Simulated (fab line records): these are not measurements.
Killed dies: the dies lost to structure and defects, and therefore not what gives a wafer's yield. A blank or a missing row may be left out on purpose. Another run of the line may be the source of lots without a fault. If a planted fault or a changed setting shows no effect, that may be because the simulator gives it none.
2 desks, one fault -- flow n5-finfet -- numbers are kept per desk, each desk with only its own; the story behind them comes last

## FOR THE TOOL OWNER'S DESK: rie-diel-05
The tool's own readings at N5_BEOL_M6_ETCH_65 (etches SiARC in CF4, target depth 15.6 nm, time 26 s): means of the sampled wafers that have a number, for each lot that ran on this tool. A lot is out of limits, marked OUT, if its mean lies more than 4 standard deviations from the usual mean; the brackets give that distance. Shown are 7 of the 8 readings it has, namely the first that went out of limits plus those furthest out on some lot.
Columns: A = drypump-motor-current-A at N5_BEOL_M6_ETCH_65, usual 5.6 A; B = etch-rf-on-time-s at N5_BEOL_M6_ETCH_65, usual 25.9 s; C = mfc-ar-sccm at N5_BEOL_M6_ETCH_65, usual 99.9 sccm; D = oes-product-au at N5_BEOL_M6_ETCH_65, usual 0.68 a.u.; E = rf-vpp-V at N5_BEOL_M6_ETCH_65, usual 183.7 V; F = showerhead-plenum-p-Torr at N5_BEOL_M6_ETCH_65, usual 2.12 Torr; G = throttle-valve-pct at N5_BEOL_M6_ETCH_65, usual 15.63 %
lot,first seen here,A,B,C,D,E,F,G
L891,day 10 06:38,5.3,26.0,100.1,0.66,183.4,2.08,15.66
L893,day 11 09:44,5.3,25.6,99.9,0.66,183.8,2.09,15.67
L896,day 11 19:24,5.3,26.3,99.9,0.66,182.5,2.07,15.68
L898,day 12 03:45,5.0,31.6 (+10) OUT,100.0,0.58,182.2,2.06,15.61
L901,day 12 14:46,5.5,29.2 (+6.0) OUT,100.2,0.63,183.1,2.10,15.80
L902,day 13 08:51,5.0,31.4 (+9.7) OUT,99.9,0.58,183.2,2.06,15.61
Finding of this desk: L898, L901, L902 out of limits; the first was L898 at day 12 03:45, on etch-rf-on-time-s at N5_BEOL_M6_ETCH_65. L891, L893, L896 stayed within limits.

## METROLOGY DESK
Means of the sampled wafers that have a number, per lot and without regard to the tool the lot ran on: this is what the gauges read. A lot is out of limits, marked OUT, if its mean lies more than 4 standard deviations from the usual mean; the brackets give that distance.
Columns: A = trench-depth-nm at N5_BEOL_M6_OCD_MEAS_38, usual 94.5 nm
lot,first seen here,A
L891,day 10 07:01,93.7
L895,day 10 23:32,95.5
L893,day 11 10:07,95.0
L896,day 11 19:47,93.5
L898,day 12 04:07,94.0
L901,day 12 15:09,94.4
L902,day 13 09:13,92.9
L908,day 14 09:08,94.2
L909,day 14 15:36,95.2
L910,day 14 16:06,94.3
Finding of this desk: none of the 10 lots has anything out of limits.

## BROUGHT TOGETHER
The tool owner's desk could have raised an alarm at day 12 03:45, on L898, L901, L902.
Metrology desk: nothing out of limits seen.
The metrology desk holds a record of L898, L901, L902, inside its limits.
Every lot named ran N5_BEOL_M6_ETCH_65 on rie-diel-05.

## WHAT THE SIMULATOR HAD INSERTED
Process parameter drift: rie-diel-05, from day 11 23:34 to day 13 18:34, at N5_BEOL_M6_ETCH_65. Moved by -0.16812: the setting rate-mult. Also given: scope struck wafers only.
Shown lots that were struck: L898, L901, L902.
Delay in hours, fault start to first out-of-limits reading, by desk: the tool owner's desk at 4.
